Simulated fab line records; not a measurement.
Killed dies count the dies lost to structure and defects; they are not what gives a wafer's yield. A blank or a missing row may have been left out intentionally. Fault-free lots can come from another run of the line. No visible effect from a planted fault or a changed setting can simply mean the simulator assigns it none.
Which tool was responsible?    flow nand harc    Sampling: 24 lots, 72 wafers, 6 of 1159 route steps

== WHAT THE GAUGES SHOWED, per wafer ==
No reading from a measuring or inspecting step in the record can be judged against a usual standard deviation.

== EACH LOT AND THE TOOL THAT RAN IT (in order: tool; ch and the chambers of the sampled wafers; start) ==
lot   NHARC_A_CHANNEL_FILL_D1_CMP_10  NHARC_A_CHANNEL_FILL_D1_RTA_24    NHARC_A_STAIRCASE_ETCH_170      NHARC_A_STAIRCASE_ETCH_17       NHARC_A_STAIRCASE_ETCH_25       NHARC_A_STAIRCASE_ETCH_27
L074  cmp-04 ch 0,3, day 10 16:17     rtp anneal-01 ch 0, day 10 16:41  rie diel-08 ch 2,3, no start    rie diel-02 ch 2,3, no start    rie diel-08 ch 2,3, no start    rie diel-08 ch 0,2,3, no start
L075  cmp-02 ch 0,1,3, day 10 16:19   rtp anneal-01 ch 0, day 10 16:52  rie diel-08 ch 0,2,3, no start  rie diel-02 ch 0,2,3, no start  rie diel-02 ch 0,1,2, no start  rie diel-02 ch 0,1,2, no start
L076  cmp-04 ch 0,2,3, day 11 08:49   rtp anneal-01 ch 0, day 11 09:14  rie diel-02 ch 1,2,3, no start  rie diel-01 ch 0,1,2, no start  rie diel-02 ch 0,2,3, no start  rie diel-02 ch 0,3, no start
L077  cmp-01 ch 0,1,2, day 11 12:15   rtp anneal-02 ch 0, day 11 12:42  rie diel-01 ch 0,2,3, no start  rie diel-01 ch 1,2,3, no start  rie diel-01 ch 0,1,3, no start  rie diel-01 ch 0,1,3, no start
L079  cmp-04 ch 1,3, day 11 12:16     rtp anneal-01 ch 0, day 11 12:40  rie diel-02 ch 2,3, no start    rie diel-02 ch 0,3, no start    rie diel-02 ch 0,3, no start    rie diel-02 ch 0,2,3, no start
L078  cmp-02 ch 0,2, day 11 20:52     rtp anneal-01 ch 0, day 11 21:17  rie diel-01 ch 0,2,3, no start  rie diel-08 ch 0,3, no start    rie diel-02 ch 2,3, no start    rie diel-02 ch 2,3, no start
L080  cmp-01 ch 0,1,3, day 12 00:35   rtp anneal-01 ch 0, day 12 00:59  rie diel-01 ch 0,1, no start    rie diel-01 ch 0,1, no start    rie diel-01 ch 0,1, no start    rie diel-01 ch 0,1,2, no start
L081  cmp-02 ch 0,3, day 12 14:48     rtp anneal-01 ch 0, day 12 15:25  rie diel-01 ch 0,2, no start    rie diel-08 ch 1,2,3, no start  rie diel-08 ch 2,3, no start    rie diel-08 ch 1,2,3, no start
L082  cmp-04 ch 1,2,3, day 12 14:50   rtp anneal-01 ch 0, day 12 15:13  rie diel-02 ch 2,3, no start    rie diel-08 ch 2,3, no start    rie diel-01 ch 0,2, no start    rie diel-01 ch 0,1, no start
L083  cmp-02 ch 0,2, day 12 19:47     rtp anneal-01 ch 0, day 12 20:11  rie diel-01 ch 0,1,2, no start  rie diel-08 ch 0,1, no start    rie diel-01 ch 0,1,2, no start  rie diel-01 ch 0,1,2, no start
L084  cmp-01 ch 0,1, day 13 16:21     rtp anneal-01 ch 0, day 13 16:56  rie diel-01 ch 1,2, no start    rie diel-01 ch 1,2,3, no start  rie diel-02 ch 1,2,3, no start  rie diel-02 ch 1,2,3, no start
L086  cmp-02 ch 1,2,3, day 13 16:23   rtp anneal-01 ch 0, day 13 16:48  rie diel-01 ch 0,1,2, no start  rie diel-01 ch 0,2,3, no start  rie diel-01 ch 0,2,3, no start  rie diel-01 ch 0,1,3, no start
L087  cmp-01 ch 0,2,3, day 13 21:16   rtp anneal-01 ch 0, day 13 21:50  rie diel-01 ch 0,1,3, no start  rie diel-02 ch 1,2,3, no start  rie diel-02 ch 1,2,3, no start  rie diel-02 ch 1,2,3, no start
L085  cmp-04 ch 1,2,3, day 13 21:18   rtp anneal-01 ch 0, day 13 22:01  rie diel-01 ch 0,1,2, no start  rie diel-08 ch 0,2,3, no start  rie diel-08 ch 1,2,3, no start  rie diel-08 ch 0,2,3, no start
L089  cmp-01 ch 0,1,3, day 14 08:01   rtp anneal-02 ch 0, day 14 08:28  rie diel-08 ch 1,3, no start    rie diel-02 ch 0,3, no start    rie diel-02 ch 1,2,3, no start  rie diel-02 ch 2,3, no start
L090  cmp-04 ch 0,1,3, day 14 08:05   rtp anneal-01 ch 0, day 14 08:30  rie diel-08 ch 1,2,3, no start  rie diel-01 ch 2,3, no start    rie diel-08 ch 0,1,2, no start  rie diel-08 ch 0,1,3, no start
L088  cmp-02 ch 0,2, day 14 08:10     rtp anneal-02 ch 0, day 14 08:38  rie diel-08 ch 0,3, no start    rie diel-01 ch 0,1,3, no start  rie diel-01 ch 2,3, no start    rie diel-01 ch 0,1,3, no start
L091  cmp-04 ch 0,1,2, day 14 17:32   rtp anneal-02 ch 0, day 14 17:58  rie diel-01 ch 2,3, no start    rie diel-08 ch 1,2,3, no start  rie diel-08 ch 0,3, no start    rie diel-08 ch 0,1,2, no start
L092  cmp-02 ch 0,1, day 14 23:08     rtp anneal-02 ch 0, day 14 23:35  rie diel-01 ch 0,3, no start    rie diel-08 ch 1,2,3, no start  rie diel-02 ch 0,1,3, no start  rie diel-02 ch 0,1,2, no start
L093  cmp-01 ch 0,1,3, day 15 04:41   rtp anneal-02 ch 0, day 15 05:05  rie diel-02 ch 1,2,3, no start  rie diel-01 ch 0,1,3, no start  rie diel-02 ch 0,2, no start    rie diel-02 ch 0,1,3, no start
L094  cmp-04 ch 0,1, day 15 18:40     rtp anneal-02 ch 0, day 15 19:05  rie diel-02 ch 0,1,3, no start  rie diel-01 ch 0,1,3, no start  rie diel-01 ch 2,3, no start    rie diel-01 ch 0,2,3, no start
L095  cmp-01 ch 1,3, day 15 18:42     rtp anneal-02 ch 0, day 15 19:16  rie diel-02 ch 1,2,3, no start  rie diel-02 ch 0,1, no start    rie diel-02 ch 2,3, no start    rie diel-02 ch 0,1,2, no start
L096  cmp-02 ch 0,3, day 16 08:10     rtp anneal-01 ch 0, day 16 08:35  rie diel-02 ch 0,2, no start    rie diel-02 ch 0,2,3, no start  rie diel-02 ch 0,2, no start    rie diel-02 ch 0,1,2, no start
L097  cmp-04 ch 1,2,3, day 16 14:58   rtp anneal-02 ch 0, day 16 15:20  rie diel-08 ch 2,3, no start    rie diel-02 ch 0,1,3, no start  rie diel-02 ch 0,2,3, no start  rie diel-02 ch 1,2,3, no start
- NHARC_A_CHANNEL_FILL_D1_CMP_10: polishes, target thk 150 nm.
- NHARC_A_CHANNEL_FILL_D1_RTA_24: time 5 s.
- NHARC_A_STAIRCASE_ETCH_170: etches the open film in C4F6/O2, target depth 200 nm, time 66.667 s.
- NHARC_A_STAIRCASE_ETCH_17: etches the open film in C4F8/O2, target depth 100 nm, time 40.5 s.
- NHARC_A_STAIRCASE_ETCH_25: etches the open film in C4F8/O2, target depth 100 nm, time 40.5 s.
- NHARC_A_STAIRCASE_ETCH_27: etches the open film in C4F8/O2, target depth 100 nm, time 40.5 s.

== AS READ BY THE TOOLS THEMSELVES (means over the sampled wafers that have a number; for cases with no such wafer, the mark the record gives instead) ==
NHARC_A_CHANNEL_FILL_D1_CMP_10.
lot   tool    motor current A (A)  time to endpoint s (s)
L074  cmp-04  13.6                 15.6
L075  cmp-02  12.7                 13.1
L076  cmp-04  13.1                 16.8
L077  cmp-01  11.6                 14.1
L079  cmp-04  13.5                 16.0
L078  cmp-02  12.7                 12.6
L080  cmp-01  11.8                 15.2
L081  cmp-02  12.3                 14.9
L082  cmp-04  13.8                 13.4
L083  cmp-02  12.2                 14.9
L084  cmp-01  12.3                 15.4
L086  cmp-02  11.5                 16.4
L087  cmp-01  11.8                 12.9
L085  cmp-04  13.6                 12.0
L089  cmp-01  11.7                 15.4
L090  cmp-04  12.9                 14.1
L088  cmp-02  12.7                 13.1
L091  cmp-04  12.6                 16.2
L092  cmp-02  12.3                 15.8
L093  cmp-01  11.6                 16.0
L094  cmp-04  11.8                 15.6
L095  cmp-01  11.3                 13.1
L096  cmp-02  13.1                 12.4
L097  cmp-04  13.8                 12.9

NHARC_A_CHANNEL_FILL_D1_RTA_24.
lot   tool           lamp power pct (%)  wafer_temp_C_max
L074  rtp anneal-01  31.6                1007.4
L075  rtp anneal-01  31.7                1005.5
L076  rtp anneal-01  31.7                1007.0
L077  rtp anneal-02  35.3                1004.5
L079  rtp anneal-01  31.7                1007.1
L078  rtp anneal-01  31.7                1006.7
L080  rtp anneal-01  31.7                1007.0
L081  rtp anneal-01  31.7                1008.2
L082  rtp anneal-01  31.6                1006.0
L083  rtp anneal-01  31.7                1005.7
L084  rtp anneal-01  31.7                1006.3
L086  rtp anneal-01  31.6                1006.9
L087  rtp anneal-01  31.7                1006.1
L085  rtp anneal-01  31.6                1007.3
L089  rtp anneal-02  35.3                1004.0
L090  rtp anneal-01  31.6                1006.1
L088  rtp anneal-02  35.3                1005.0
L091  rtp anneal-02  35.3                1004.6
L092  rtp anneal-02  35.3                1004.4
L093  rtp anneal-02  35.3                1004.7
L094  rtp anneal-02  35.3                1004.2
L095  rtp anneal-02  35.3                1004.0
L096  rtp anneal-01  31.7                1005.8
L097  rtp anneal-02  35.4                1004.4

NHARC_A_STAIRCASE_ETCH_170.
lot   tool         drypump motor current A (A)  oes product au (a.u.)  rf vpp V (V)  showerhead plenum p Torr (Torr)  throttle valve pct (%)
L074  rie diel-08  5.9                          0.977                  547           3.92                             26.906
L075  rie diel-08  5.8                          0.957                  546           3.91                             26.904
L076  rie diel-02  6.1                          0.968                  545           3.83                             26.905
L077  rie diel-01  5.5                          0.973                  549           4.04                             26.902
L079  rie diel-02  6.6                          0.976                  545           3.85                             26.892
L078  rie diel-01  5.5                          0.985                  549           4.04                             26.901
L080  rie diel-01  5.8                          0.975                  549           4.03                             26.905
L081  rie diel-01  5.7                          0.953                  549           3.99                             26.902
L082  rie diel-02  6.6                          0.954                  545           3.84                             26.906
L083  rie diel-01  5.7                          0.950                  549           4.01                             26.901
L084  rie diel-01  5.6                          0.949                  547           3.90                             26.898
L086  rie diel-01  5.7                          0.965                  549           4.00                             26.898
L087  rie diel-01  5.6                          0.991                  550           4.04                             26.898
L085  rie diel-01  5.7                          0.965                  549           4.00                             26.906
L089  rie diel-08  5.5                          1.000                  547           3.90                             26.898
L090  rie diel-08  5.6                          0.993                  549           4.03                             26.899
L088  rie diel-08  5.7                          0.992                  549           4.00                             26.915
L091  rie diel-01  5.2                          0.973                  548           3.96                             26.909
L092  rie diel-01  5.4                          0.962                  550           4.06                             26.905
L093  rie diel-02  6.1                          0.972                  544           3.82                             26.903
L094  rie diel-02  5.6                          0.969                  546           3.88                             26.907
L095  rie diel-02  6.1                          0.970                  544           3.81                             26.906
L096  rie diel-02  6.0                          0.972                  549           4.05                             26.897
L097  rie diel-08  5.8                          0.965                  551           4.15                             26.908

NHARC_A_STAIRCASE_ETCH_17.
lot   tool         oes product au (a.u.)  rf vpp V (V)
L074  rie diel-02  0.942                  894
L075  rie diel-02  0.938                  897
L076  rie diel-01  0.949                  899
L077  rie diel-01  0.939                  897
L079  rie diel-02  0.934                  899
L078  rie diel-08  0.952                  899
L080  rie diel-01  0.948                  900
L081  rie diel-08  0.941                  893
L082  rie diel-08  0.948                  896
L083  rie diel-08  0.937                  895
L084  rie diel-01  0.944                  897
L086  rie diel-01  0.934                  899
L087  rie diel-02  0.939                  892
L085  rie diel-08  0.937                  902
L089  rie diel-02  0.944                  900
L090  rie diel-01  0.929                  896
L088  rie diel-01  0.939                  899
L091  rie diel-08  0.941                  900
L092  rie diel-08  0.941                  899
L093  rie diel-01  0.941                  899
L094  rie diel-01  0.943                  900
L095  rie diel-02  0.945                  899
L096  rie diel-02  0.943                  897
L097  rie diel-02  0.940                  894

NHARC_A_STAIRCASE_ETCH_25.
lot   tool         oes product au (a.u.)  rf vpp V (V)
L074  rie diel-08  0.941                  897
L075  rie diel-02  0.940                  898
L076  rie diel-02  0.939                  898
L077  rie diel-01  0.940                  901
L079  rie diel-02  0.933                  895
L078  rie diel-02  0.934                  893
L080  rie diel-01  0.953                  900
L081  rie diel-08  0.947                  891
L082  rie diel-01  0.930                  898
L083  rie diel-01  0.950                  898
L084  rie diel-02  0.943                  893
L086  rie diel-01  0.951                  900
L087  rie diel-02  0.930                  893
L085  rie diel-08  0.939                  900
L089  rie diel-02  0.949                  891
L090  rie diel-08  0.943                  899
L088  rie diel-01  0.934                  896
L091  rie diel-08  0.938                  900
L092  rie diel-02  0.946                  894
L093  rie diel-02  0.951                  901
L094  rie diel-01  0.920                  897
L095  rie diel-02  0.937                  893
L096  rie diel-02  0.948                  900
L097  rie diel-02  0.950                  897

NHARC_A_STAIRCASE_ETCH_27.
lot   tool         oes product au (a.u.)  rf vpp V (V)
L074  rie diel-08  0.951                  895
L075  rie diel-02  0.941                  898
L076  rie diel-02  0.941                  901
L077  rie diel-01  0.933                  900
L079  rie diel-02  0.938                  898
L078  rie diel-02  0.949                  897
L080  rie diel-01  0.927                  899
L081  rie diel-08  0.944                  893
L082  rie diel-01  0.942                  898
L083  rie diel-01  0.955                  898
L084  rie diel-02  0.923                  893
L086  rie diel-01  0.948                  900
L087  rie diel-02  0.944                  892
L085  rie diel-08  0.931                  902
L089  rie diel-02  0.946                  896
L090  rie diel-08  0.936                  898
L088  rie diel-01  0.940                  900
L091  rie diel-08  0.950                  899
L092  rie diel-02  0.936                  898
L093  rie diel-02  0.938                  894
L094  rie diel-01  0.926                  898
L095  rie diel-02  0.926                  896
L096  rie diel-02  0.938                  898
L097  rie diel-02  0.941                  892

== THE ANSWER, worked out from the rows above alone ==
Rule: what is usual is taken from the lots themselves. The widest of any qualifying gaps counts: lots, ordered by their means at a reading, are off when they make up no more than a third of the lots, leave a main group of 4 or more, and stand apart from it by 3 or more times the standard deviation of that group's means. Not used: any main group whose means are identical at the precision the tables above print for the reading. Also off: a lot with no number at a reading for which 4 or more lots have one. Any other lot the step has rows for is counted as sound. After the gauges, taken in route order, come the tools' own readings; for these a lot's mean is taken, as printed above. At the first step where some lot is off, the reading lying furthest off is the one used; lots without a number count as furthest.
Across all readings shown, no lot is off: no conclusion can be drawn from this.

== WHAT THE SIMULATOR HAD PUT IN ==
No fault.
